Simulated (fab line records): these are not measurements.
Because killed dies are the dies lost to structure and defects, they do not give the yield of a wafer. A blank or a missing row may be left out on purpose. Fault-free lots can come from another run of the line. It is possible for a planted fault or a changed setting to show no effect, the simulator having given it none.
Chamber matching ; flow n5 finfet ; 3 sister chambers for N5_BEOL_M11_PECVD_70 on pecvd-01
The step deposits SiO2 from TEOS/O2, target thk 20 nm, time 22.7 s. 3 wafers are shown with their chamber, then 7 later ones without.

EACH WAFER AND ITS CHAMBER
wafer;chamber;throttle valve pct (%)
L143.6;2;22.5
L145.1;1;21.8
L145.4;0;23.5

WAFERS WHOSE CHAMBER IS MISSING
wafer;throttle valve pct (%)
L145.5;22.7
L149.1;22.7
L149.2;22.1
L149.5;21.8
L150.1;21.8
L150.2;22.8
L150.5;21.9

EACH ONE'S CHAMBER
wafer;from the rows above;in truth
L145.5;2;2
L149.1;2;2
L149.2;can't be placed: 1 or 2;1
L149.5;1;1
L150.1;1;1
L150.2;2;2
L150.5;1;1
6 of 7 placed correctly. Unplaceable from these rows: 1, with the true chamber sitting among the candidates in 1. Number placed wrongly: 0.
How it was worked out, from the rows above alone: a wafer's distance from a chamber is the root of the sum, over the readings, of the square of ((its reading less the chamber's mean) divided by the reading's scatter). The wafer belongs to the nearest chamber; if the next one is less than 2 further off, it can't be placed. A chamber's mean is the mean of its shown wafers. The scatter (one wafer shown for each chamber): square how far every hidden wafer sits from the nearest shown wafer, average those squares and take the square root.
